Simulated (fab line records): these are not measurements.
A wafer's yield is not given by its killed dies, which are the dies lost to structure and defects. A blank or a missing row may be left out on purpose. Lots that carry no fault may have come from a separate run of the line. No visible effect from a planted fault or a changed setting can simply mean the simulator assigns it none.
A single fault, viewed from 2 desks	flow n5-finfet	each desk has only its own numbers; what lay behind them comes last

== TOOL OWNER'S DESK, litho-track-04 ==
The tool's own readings at N5_HKMG_FIN_COAT_29 (time 60 s, resist thk 300 nm): means of the sampled wafers that have a number, for each lot that ran on this tool. Marked OUT: a lot whose mean sits more than 4 standard deviations from the usual mean, which makes it out of limits; the brackets give that distance.
Columns: A = chill-plate-temp-C at N5_HKMG_FIN_COAT_29, usual 22.99 C; B = spin-speed-rpm at N5_HKMG_FIN_COAT_29, usual 1500.0 rpm
lot	first seen here	A	B
L775	day 4 18:01	22.86	1500.0
L787	day 7 19:52	22.99	1455.0 (-46) OUT
L788	day 7 23:51	22.93	1454.8 (-46) OUT
This desk finds L787, L788 out of limits, L787 being first, at day 7 19:52 (spin-speed-rpm at N5_HKMG_FIN_COAT_29). In limits: L775.

== METROLOGY DESK ==
What the gauges read, lot by lot, whatever tool the lot ran on: means of the sampled wafers that have a number. Marked OUT: a lot whose mean sits more than 4 standard deviations from the usual mean, which makes it out of limits; the brackets give that distance. It has 11 readings; the 7 that lie furthest out on some lot are the ones shown.
Columns: A = HK_THK at N5_HKMG_FIN_THK_MEAS_70, usual 1.571 nm; B = DIBL_P at N5_BEOL_M4_RC_MEAS_101, usual 36.2 mV/V; C = IOFF_N at N5_BEOL_M4_RC_MEAS_101, usual 0.16 nA/um; D = IOFF_P at N5_BEOL_M4_RC_MEAS_101, usual 0.21 nA/um; E = ION_N at N5_BEOL_M4_RC_MEAS_101, usual 671 uA/um; F = SS_P at N5_BEOL_M4_RC_MEAS_101, usual 73.4 mV/dec; G = VT_N at N5_BEOL_M4_RC_MEAS_101, usual 251 mV
lot	first seen here	A	B	C	D	E	F	G
L775	day 4 17:30	1.533	36.9	0.20	0.24	679	73.9	247
L787	day 7 19:22	1.575	37.5	0.16	0.21	680	73.5	248
L788	day 7 23:21	1.556	39.8	0.23	0.29	686	74.0	243
L792	day 8 21:54	1.562	33.6	0.12	0.18	662	72.2	253
L793	day 9 03:54	1.569	31.1	0.09	0.15	643	71.8	257
L795	day 9 14:45	1.571	36.5	0.16	0.23	669	73.5	250
Finding of this desk: none of the 6 lots has anything out of limits.

== PUT TOGETHER ==
At day 7 19:52, on L787, L788, the tool owner's desk was in a position to raise an alarm.
From the metrology desk's view, nothing was out of limits.
The metrology desk has L787, L788 on record, within its limits.
Every lot named ran N5_HKMG_FIN_COAT_29 on litho-track-04.

== WHAT HAD BEEN PUT IN BY THE SIMULATOR ==
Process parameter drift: litho-track-04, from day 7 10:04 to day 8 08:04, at N5_HKMG_FIN_COAT_29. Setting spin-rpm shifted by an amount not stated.
Struck lots among those shown: L787, L788.
How many hours passed from the start of the fault until each desk's first out-of-limits reading: the tool owner's desk, 10.
